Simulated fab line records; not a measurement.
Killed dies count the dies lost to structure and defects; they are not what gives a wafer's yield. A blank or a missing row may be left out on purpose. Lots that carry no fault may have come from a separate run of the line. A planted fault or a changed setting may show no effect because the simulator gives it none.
Which tool is to blame? | flow n5-finfet | Sampling: 8 lots, 24 wafers, 6 of 1938 route steps

## WHAT THE GAUGES SHOWED, per wafer
N5_BEOL_M1_CD_MEAS_28: target cd y 23.3 nm.
lot  | measured     | on        | cd-nm (nm)
L577 | day 6 06:32  | cd-sem-03 | 23.92 24.03 24.22
L578 | day 6 06:43  | cd-sem-03 | 24.13 24.02 23.83
L579 | day 6 19:54  | cd-sem-02 | 24.35 23.90 23.58
L580 | day 6 19:59  | cd-sem-02 | 23.98 23.63 24.29
L589 | day 9 11:03  | cd-sem-03 | 24.47 18.04 24.16
L590 | day 9 17:19  | cd-sem-01 | 24.38 18.52 24.00
L595 | day 11 02:14 | cd-sem-02 | 24.13 23.96 24.45
L598 | day 12 00:23 | cd-sem-02 | 23.93 23.67 23.94

N5_BEOL_M4_RC_MEAS_101.
lot  | measured     | on        | DIBL_N (mV/V)  | DIBL_P (mV/V)  | IOFF_N (nA/um) | IOFF_P (nA/um) | ION_N (uA/um) | ION_P (uA/um) | SS_N (mV/dec)  | SS_P (mV/dec)  | VT_N (mV)   | VT_P (mV)
L577 | day 8 04:23  | prober-01 | 35.4 36.9 35.3 | 35.3 37.8 34.9 | 0.13 0.17 0.14 | 0.22 0.29 0.23 | 672 694 674   | 466 484 476   | 71.4 71.1 70.7 | 72.4 73.3 73.0 | 255 249 252 | -249 -244 -246
L578 | day 8 04:22  | prober-02 | 35.3 34.0 35.9 | 37.7 35.3 37.8 | 0.15 0.13 0.16 | 0.21 0.18 0.22 | 681 657 688   | 472 456 467   | 70.8 70.9 70.8 | 73.5 73.1 73.5 | 250 253 251 | -250 -252 -249
L579 | day 8 14:21  | prober-02 | 36.6 33.5 35.1 | 35.9 32.5 35.4 | 0.17 0.11 0.15 | 0.19 0.15 0.18 | 673 657 676   | 449 450 457   | 71.5 70.8 71.1 | 73.4 71.8 72.0 | 250 252 250 | -251 -254 -251
L580 | day 8 21:01  | prober-02 | 32.6 29.3 34.5 | 34.6 29.7 34.9 | 0.12 0.08 0.14 | 0.18 0.12 0.18 | 668 652 655   | 462 450 451   | 70.5 70.0 71.0 | 72.7 71.0 71.9 | 254 260 252 | -248 -254 -251
L589 | day 11 03:49 | prober-02 | 35.2 32.4      | 36.3 32.3      | 0.16 0.11      | 0.22 0.17      | 689 650       | 471 456       | 71.2 71.5      | 74.0 72.7      | 249 256     | -249 -249
L590 | day 11 12:02 | prober-01 | 34.1 32.4      | 35.4 33.7      | 0.15 0.12      | 0.19 0.16      | 672 674       | 461 463       | 70.4 70.7      | 73.0 72.8      | 250 251     | -252 -255
L595 | day 12 20:40 | prober-02 | 36.1 42.1 37.3 | 35.7 43.3 37.6 | 0.13 0.29 0.16 | 0.20 0.37 0.25 | 661 712 677   | 461 481 469   | 70.1 71.9 70.5 | 73.6 74.9 74.3 | 252 239 250 | -250 -239 -246
L598 | day 13 15:16 | prober-01 | 36.2 34.7 34.8 | 34.7 33.7 33.1 | 0.17 0.14 0.15 | 0.22 0.20 0.19 | 680 669 662   | 459 466 458   | 71.8 71.2 71.2 | 73.0 72.9 71.8 | 247 249 250 | -251 -251 -250

## WHICH TOOL RAN EACH LOT (tool, then ch and the chambers of the sampled wafers, then the start)
lot  | N5_BEOL_M1_DESCUM_16               | N5_BEOL_M1_ETCH_74                 | N5_BEOL_M1_EXPOSE_25              | N5_BEOL_M1_DESCUM_33
L577 | rie-diel-04 ch 1,2, day 6 05:40    | rie-diel-04 ch 1,2, day 6 05:42    | euv-scanner-02 ch 0, day 6 06:24  | rie-diel-06 ch 0,1, day 6 06:40
L578 | rie-diel-01 ch 0,2,3, day 6 05:51  | rie-diel-01 ch 0,2,3, day 6 05:53  | euv-scanner-01 ch 0, day 6 06:35  | rie-diel-01 ch 0,1, day 6 06:50
L579 | rie-diel-01 ch 1,2,3, day 6 18:56  | rie-diel-01 ch 1,2,3, day 6 18:59  | euv-scanner-02 ch 0, day 6 19:46  | rie-diel-01 ch 0,3, day 6 20:01
L580 | rie-diel-01 ch 1,2,3, day 6 19:14  | rie-diel-01 ch 1,2,3, day 6 19:16  | euv-scanner-02 ch 0, day 6 19:51  | rie-diel-04 ch 0,2,3, day 6 20:06
L589 | rie-diel-06 ch 1,2, day 9 10:18    | rie-diel-06 ch 1,2, day 9 10:20    | euv-scanner-02 ch 0, day 9 10:54  | rie-diel-06 ch 0,2, day 9 11:11
L590 | rie-diel-04 ch 0,1, day 9 16:32    | rie-diel-04 ch 0,1, day 9 16:34    | euv-scanner-02 ch 0, day 9 17:11  | rie-diel-06 ch 1,2,3, day 9 17:27
L595 | rie-diel-04 ch 0,1, day 11 01:17   | rie-diel-04 ch 0,1, day 11 01:19   | euv-scanner-01 ch 0, day 11 02:05 | rie-diel-04 ch 0,2,3, day 11 02:38
L598 | rie-diel-06 ch 0,1,3, day 11 23:16 | rie-diel-06 ch 0,1,3, day 11 23:18 | euv-scanner-01 ch 0, day 12 00:15 | rie-diel-01 ch 1,2, day 12 00:31
- N5_BEOL_M1_DESCUM_16: chemistry O2, time 7 s.
- N5_BEOL_M1_ETCH_74: etches underlayer in N2/H2, target depth 6.5 nm, time 5.2 s.
- N5_BEOL_M1_EXPOSE_25: exposes mask V0, defocus 5 nm, target cd 24 nm.
- N5_BEOL_M1_DESCUM_33: chemistry O2, time 7 s.

## WHAT THE TOOLS THEMSELVES READ (means of the sampled wafers that have a number; where no wafer has one, the mark that the record gives instead)
N5_BEOL_M1_DESCUM_16.
lot  | tool        | drypump-motor-current-A (A) | oes-product-au (a.u.) | rf-vpp-V (V) | showerhead-plenum-p-Torr (Torr) | throttle-valve-pct (%)
L577 | rie-diel-04 | 5.6                         | 0.77                  | 243.5        | 2.15                            | 20.64
L578 | rie-diel-01 | 5.7                         | 0.73                  | 243.1        | 2.08                            | 20.52
L579 | rie-diel-01 | 5.8                         | 0.74                  | 243.4        | 2.11                            | 20.48
L580 | rie-diel-01 | 5.8                         | 0.74                  | 243.3        | 2.11                            | 20.50
L589 | rie-diel-06 | 5.0                         | 0.87                  | 243.9        | 2.11                            | 20.17
L590 | rie-diel-04 | 5.4                         | 0.72                  | 244.1        | 2.15                            | 20.75
L595 | rie-diel-04 | 5.3                         | 0.72                  | 245.6        | 2.17                            | 20.68
L598 | rie-diel-06 | 5.8                         | 0.81                  | 242.8        | 2.04                            | 20.39

N5_BEOL_M1_ETCH_74.
lot  | tool        | drypump-motor-current-A (A) | etch-rf-on-time-s (s) | oes-product-au (a.u.) | rf-vpp-V (V) | showerhead-plenum-p-Torr (Torr) | throttle-valve-pct (%)
L577 | rie-diel-04 | 5.6                         | 5.13                  | 0.66                  | 525          | 2.61                            | 18.15
L578 | rie-diel-01 | 5.7                         | 5.30                  | 0.62                  | 524          | 2.53                            | 17.94
L579 | rie-diel-01 | 5.8                         | 5.26                  | 0.63                  | 524          | 2.57                            | 17.91
L580 | rie-diel-01 | 5.8                         | 5.26                  | 0.63                  | 525          | 2.57                            | 17.92
L589 | rie-diel-06 | 5.0                         | 5.09                  | 0.74                  | 525          | 2.60                            | 17.74
L590 | rie-diel-04 | 5.4                         | 5.13                  | 0.61                  | 525          | 2.62                            | 18.29
L595 | rie-diel-04 | 5.4                         | 5.15                  | 0.62                  | 526          | 2.62                            | 18.09
L598 | rie-diel-06 | 5.8                         | 5.16                  | 0.69                  | 522          | 2.49                            | 17.84

N5_BEOL_M1_DESCUM_33.
lot  | tool        | drypump-motor-current-A (A) | oes-product-au (a.u.) | rf-vpp-V (V) | showerhead-plenum-p-Torr (Torr) | throttle-valve-pct (%)
L577 | rie-diel-06 | 5.6                         | 0.79                  | 242.5        | 2.00                            | 20.27
L578 | rie-diel-01 | 6.2                         | 0.73                  | 241.2        | 2.03                            | 20.71
L579 | rie-diel-01 | 6.0                         | 0.70                  | 241.9        | 2.04                            | 20.53
L580 | rie-diel-04 | 5.7                         | 0.78                  | 244.1        | 2.16                            | 20.44
L589 | rie-diel-06 | 5.1                         | 0.85                  | 245.4        | 2.19                            | 20.33
L590 | rie-diel-06 | 5.5                         | 0.79                  | 243.1        | 2.07                            | 20.36
L595 | rie-diel-04 | 5.8                         | 0.75                  | 244.4        | 2.15                            | 20.49
L598 | rie-diel-01 | 5.9                         | 0.74                  | 243.6        | 2.12                            | 20.63

## THE ANSWER, worked out from the rows above alone
Rule: the lots themselves supply what counts as usual. The widest of any qualifying gaps counts: lots, ordered by their means at a reading, are off when they make up no more than a third of the lots, leave a main group of 4 or more, and stand apart from it by 3 or more times the standard deviation of that group's means. A main group whose means are all the same, to the digits that the tables above print for the reading, isn't used. A lot without any number at a reading at which 4 lots or more have one is off too. Any other lot the step has rows for is counted as sound. After the gauges, taken in route order, come the tools' own readings; for these a lot's mean is taken, as printed above. The first step at which some lot is off is used, and at that step the reading that is off furthest; a lot without a number counts as furthest.
Off: L589, L590, at N5_BEOL_M1_CD_MEAS_28 (cd-nm). The main group has a mean of 24.00 nm with a standard deviation of 0.1.
A tool fits if, at a process step before that reading, it ran every lot that is off, and no sound lot after the first of them. Gauges at N5_BEOL_M1_CD_MEAS_28: tried the same way as those tools. One fits: N5_BEOL_M1_EXPOSE_25 on euv-scanner-02. Its last sound lot is L580 (day 6 19:51), its first lot that is off L589 (day 9 10:54): a fault that began between those two fits.

## WHAT THE SIMULATOR HAD INSERTED
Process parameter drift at N5_BEOL_M1_EXPOSE_25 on euv-scanner-02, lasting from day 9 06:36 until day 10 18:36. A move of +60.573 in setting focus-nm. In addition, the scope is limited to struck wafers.
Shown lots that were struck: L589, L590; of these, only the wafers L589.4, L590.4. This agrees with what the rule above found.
